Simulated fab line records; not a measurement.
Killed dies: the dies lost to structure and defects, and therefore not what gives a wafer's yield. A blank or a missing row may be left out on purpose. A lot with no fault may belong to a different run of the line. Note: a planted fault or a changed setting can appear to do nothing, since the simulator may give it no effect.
What tool caused it?    flow n5Finfet    24 lots with 72 wafers sampled at 3 steps, on a route of 1938 steps

== WHAT THE GAUGES SHOWED, per wafer ==
N5_BEOL_M3_CD_MEAS_35: target cd 18 nm, target cd y 21 nm. Usual: cdNm reads 17.99 nm (standard deviation 0.27).
lot   measured      on        cdNm (nm)          flag
L074  day 7 20:28   cdSem-01  18.48 17.88 17.71  
L075  day 8 09:22   cdSem-03  18.11 17.74 17.97  
L077  day 8 14:19   cdSem-03  17.69 18.14 17.44  
L078  day 8 20:38   cdSem-03  17.85 17.81 18.49  
L076  day 8 15:16   cdSem-01  18.00 17.68 17.87  
L079  day 8 20:43   cdSem-03  18.05 18.14 18.28  
L080  day 9 00:56   cdSem-01  17.70 17.86 17.85  
L081  day 9 09:46   cdSem-01  18.00 17.85 17.34  
L083  day 9 14:51   cdSem-03  17.83 18.22 17.83  
L082  day 10 04:58  cdSem-02  18.03 18.10 17.56  
L084  day 10 15:34  cdSem-01  17.51 17.55 17.93  
L085  day 10 19:55  cdSem-03  18.31 17.91 18.00  
L086  day 10 23:48  cdSem-02  17.99 18.11 17.74  
L087  day 11 06:43  cdSem-03  17.94 18.30 18.31  
L089  day 11 06:51  cdSem-02  17.90 17.97 18.09  
L088  day 11 10:13  cdSem-02  18.08 18.00 18.06  
L090  day 11 13:39  cdSem-01  18.17 17.83 18.66  
L092  day 11 20:07  cdSem-02  17.42 18.21 17.90  
L091  day 12 10:00  cdSem-02  18.05 18.57 18.12  
L093  day 12 19:35  cdSem-03  17.78 17.73 17.39  
L094  day 12 15:15  cdSem-02  18.35 18.16 18.35  
L095  day 12 23:01  cdSem-01  18.19 18.07 18.29  
L096  day 13 09:22  cdSem-02  18.29 18.41 18.58  
L097  day 13 19:02  cdSem-03  17.94 17.76 17.88  

== EACH LOT AND THE TOOL THAT RAN IT (in order: tool; ch and the chambers of the sampled wafers; start) ==
lot   N5_BEOL_M2_ETCH_77                 N5_BEOL_M3_STRIP_19
L074  rieDiel-01 ch 0,1,3, day 7 03:52   rieDiel-02 ch 0,2,3, day 7 17:48
L075  rieDiel-01 ch 1,2,3, day 7 10:40   rieDiel-02 ch 1,2, day 7 21:01
L077  rieDiel-04 ch 0,3, day 7 14:31     rieDiel-02 ch 2,3, day 8 01:03
L078  rieDiel-04 ch 2,3, day 7 15:41     rieDiel-06 ch 0,1,2, day 8 07:14
L076  rieDiel-01 ch 0,1,2, day 7 17:31   rieDiel-02 ch 0,1,2, day 8 02:14
L079  rieDiel-01 ch 0,1,3, day 7 21:18   rieDiel-02 ch 0,1,2, day 8 08:22
L080  rieDiel-03 ch 1,2,3, day 7 22:16   rieDiel-02 ch 2,3, day 8 11:11
L081  rieDiel-01 ch 0,1,3, day 8 14:52   rieDiel-05 ch 0,2,3, day 9 01:22
L083  rieDiel-01 ch 1,2,3, day 8 22:30   rieDiel-02 ch 1,2, day 9 08:16
L082  rieDiel-03 ch 2,3, day 9 01:53     rieDiel-06 ch 0,1,3, day 9 15:57
L084  rieDiel-04 ch 2,3, day 9 06:13     rieDiel-06 ch 1,2,3, day 10 13:46
L085  rieDiel-03 ch 0,2, day 9 10:42     rieDiel-05 ch 0,1,3, day 10 15:47
L086  rieDiel-04 ch 0,1,3, day 9 16:38   rieDiel-02 ch 1,3, day 10 16:52
L087  rieDiel-03 ch 0,1, day 9 23:58     rieDiel-06 ch 0,2,3, day 11 00:34
L089  rieDiel-04 ch 1,2,3, day 10 16:12  rieDiel-06 ch 1,2,3, day 11 01:28
L088  rieDiel-03 ch 1,2, day 10 16:39    rieDiel-06 ch 1,2, day 11 04:17
L090  rieDiel-04 ch 1,2,3, day 10 21:26  rieDiel-05 ch 0,1,2, day 11 04:29
L092  rieDiel-01 ch 0,2,3, day 11 01:30  rieDiel-02 ch 0,2,3, day 11 18:16
L091  rieDiel-01 ch 0,2,3, day 11 10:35  rieDiel-06 ch 1,2,3, day 11 22:26
L093  rieDiel-04 ch 1,3, day 11 14:49    rieDiel-02 ch 1,3, day 12 02:23
L094  rieDiel-04 ch 0,1,2, day 11 16:32  rieDiel-02 ch 0,2,3, day 12 04:50
L095  rieDiel-01 ch 0,3, day 11 18:21    rieDiel-05 ch 0,1, day 12 11:47
L096  rieDiel-04 ch 0,3, day 11 22:58    rieDiel-02 ch 0,2,3, day 12 20:29
L097  rieDiel-01 ch 0,1, day 13 02:36    rieDiel-06 ch 1,2, day 13 17:04
- N5_BEOL_M2_ETCH_77: etches underlayer in N2/H2, target depth 6.5 nm, time 5.2 s.
- N5_BEOL_M3_STRIP_19: strips in O2.

== AS READ BY THE TOOLS THEMSELVES (means over the sampled wafers that have a number; for cases with no such wafer, the mark the record gives instead) ==
N5_BEOL_M2_ETCH_77. Usual: drypumpMotorCurrentA 5.8 A, standard deviation 0.32; etchRfOnTimeS 5.19 s, standard deviation 0.1; h2FlowSccm 200.0 sccm, standard deviation 0.64; n2FlowSccm 200.0 sccm, standard deviation 0.61; oesProductAu 0.68 a.u., standard deviation 0.064; rfVppV 523.6 V, standard deviation 2.7; showerheadPlenumPTorr 2.53 Torr, standard deviation 0.093; throttleValvePct 17.85 %, standard deviation 0.24.
lot   tool        drypumpMotorCurrentA (A)  etchRfOnTimeS (s)  h2FlowSccm (sccm)  n2FlowSccm (sccm)  oesProductAu (a.u.)  rfVppV (V)  showerheadPlenumPTorr (Torr)  throttleValvePct (%)  flag
L074  rieDiel-01  5.9                       5.14               199.4              199.6              0.65                 521.6       2.48                          17.81                 
L075  rieDiel-01  6.0                       5.21               199.9              200.2              0.62                 522.5       2.50                          17.89                 
L077  rieDiel-04  5.6                       5.13               200.2              200.3              0.74                 524.9       2.54                          17.59                 
L078  rieDiel-04  5.6                       5.20               199.9              199.3              0.67                 527.3       2.65                          18.05                 
L076  rieDiel-01  6.1                       5.27               200.0              199.6              0.63                 521.6       2.50                          17.78                 
L079  rieDiel-01  5.9                       5.14               200.5              200.1              0.66                 521.9       2.48                          17.83                 
L080  rieDiel-03  6.0                       5.14               200.6              200.6              0.71                 523.4       2.53                          17.91                 
L081  rieDiel-01  5.9                       5.16               200.2              200.3              0.65                 522.2       2.47                          17.84                 
L083  rieDiel-01  5.9                       5.20               200.1              199.9              0.61                 522.2       2.49                          17.92                 
L082  rieDiel-03  5.8                       5.18               199.5              199.8              0.65                 523.7       2.51                          18.17                 
L084  rieDiel-04  5.7                       5.31               199.8              199.9              0.68                 527.6       2.67                          17.95                 
L085  rieDiel-03  5.2                       5.18               200.4              199.8              0.75                 524.9       2.55                          17.86                 
L086  rieDiel-04  5.8                       5.21               199.3              200.6              0.72                 526.9       2.61                          17.75                 
L087  rieDiel-03  5.5                       5.10               200.6              200.3              0.79                 521.8       2.50                          17.67                 
L089  rieDiel-04  5.8                       5.29               199.4              200.2              0.68                 526.1       2.67                          18.00                 
L088  rieDiel-03  6.0                       5.09               200.2              199.8              0.73                 524.0       2.54                          17.72                 
L090  rieDiel-04  5.8                       5.22               200.2              200.5              0.67                 526.5       2.67                          18.00                 
L092  rieDiel-01  6.0                       5.21               199.8              200.2              0.65                 521.4       2.47                          17.87                 
L091  rieDiel-01  6.0                       5.28               199.9              199.4              0.63                 521.8       2.46                          17.87                 
L093  rieDiel-04  6.0                       5.25               199.5              200.0              0.70                 528.7       2.69                          17.89                 
L094  rieDiel-04  5.8                       5.24               199.3              200.1              0.67                 525.7       2.59                          17.89                 
L095  rieDiel-01  5.9                       5.06               200.5              200.0              0.65                 521.0       2.44                          17.94                 
L096  rieDiel-04  5.5                       5.15               199.8              200.0              0.69                 523.7       2.53                          17.65                 
L097  rieDiel-01  5.9                       5.17               199.4              200.5              0.75                 521.7       2.48                          17.56                 

N5_BEOL_M3_STRIP_19. Usual: drypumpMotorCurrentA 5.7 A, standard deviation 0.34; oesProductAu 0.78 a.u., standard deviation 0.076; rfVppV 3.6 V, standard deviation 0.47; showerheadPlenumPTorr 2.09 Torr, standard deviation 0.089; throttleValvePct 16.75 %, standard deviation 0.27.
lot   tool        drypumpMotorCurrentA (A)  oesProductAu (a.u.)  rfVppV (V)  showerheadPlenumPTorr (Torr)  throttleValvePct (%)  flag
L074  rieDiel-02  5.5                       0.75                 3.7         2.09                          16.68                 
L075  rieDiel-02  5.8                       0.79                 3.7         2.09                          16.70                 
L077  rieDiel-02  5.5                       0.76                 3.7         2.07                          16.72                 
L078  rieDiel-06  5.9                       0.77                 3.3         2.05                          16.94                 
L076  rieDiel-02  5.8                       0.76                 3.6         2.13                          16.77                 
L079  rieDiel-02  5.7                       0.76                 3.8         2.13                          16.76                 
L080  rieDiel-02  5.5                       0.76                 3.8         2.07                          16.71                 
L081  rieDiel-05  5.9                       0.79                 3.8         2.10                          16.53                 
L083  rieDiel-02  5.8                       0.78                 3.3         2.08                          16.73                 
L082  rieDiel-06  5.7                       0.84                 3.5         2.12                          16.68                 
L084  rieDiel-06  5.7                       0.81                 3.3         2.06                          16.80                 
L085  rieDiel-05  5.7                       0.83                 3.7         2.06                          16.55                 
L086  rieDiel-02  5.7                       0.75                 3.4         2.13                          16.89                 
L087  rieDiel-06  5.6                       0.82                 3.4         2.14                          16.68                 
L089  rieDiel-06  5.7                       0.79                 3.6         2.06                          16.81                 
L088  rieDiel-06  5.9                       0.72                 4.2         1.98                          17.10                 
L090  rieDiel-05  5.8                       0.75                 3.1         2.09                          16.60                 
L092  rieDiel-02  5.4                       0.82                 3.8         2.08                          16.58                 
L091  rieDiel-06  5.7                       0.79                 3.5         2.06                          16.83                 
L093  rieDiel-02  6.0                       0.75                 3.5         2.16                          16.98                 
L094  rieDiel-02  5.5                       0.82                 3.6         2.08                          16.58                 
L095  rieDiel-05  5.9                       0.75                 3.9         2.07                          16.65                 
L096  rieDiel-02  5.5                       0.80                 3.9         2.08                          16.59                 
L097  rieDiel-06  5.9                       0.70                 3.7         1.98                          17.13                 

== THE ANSWER, worked out from the rows above alone ==
Rule: take the mean of a lot's wafers that have a number; if it is more than 3 standard deviations from the usual mean, the lot is off. Also off: a lot with no number at a reading for which 4 or more lots have one. Where the step has rows for the other lots, those lots are counted as sound. First the gauges in route order, then the tools' own readings, where a lot's mean is used as printed above. At the first step where some lot is off, the reading lying furthest off is the one used; lots without a number count as furthest.
Nothing can be told from this: no lot is off at any reading shown.

== WHAT WAS PUT IN BY THE SIMULATOR ==
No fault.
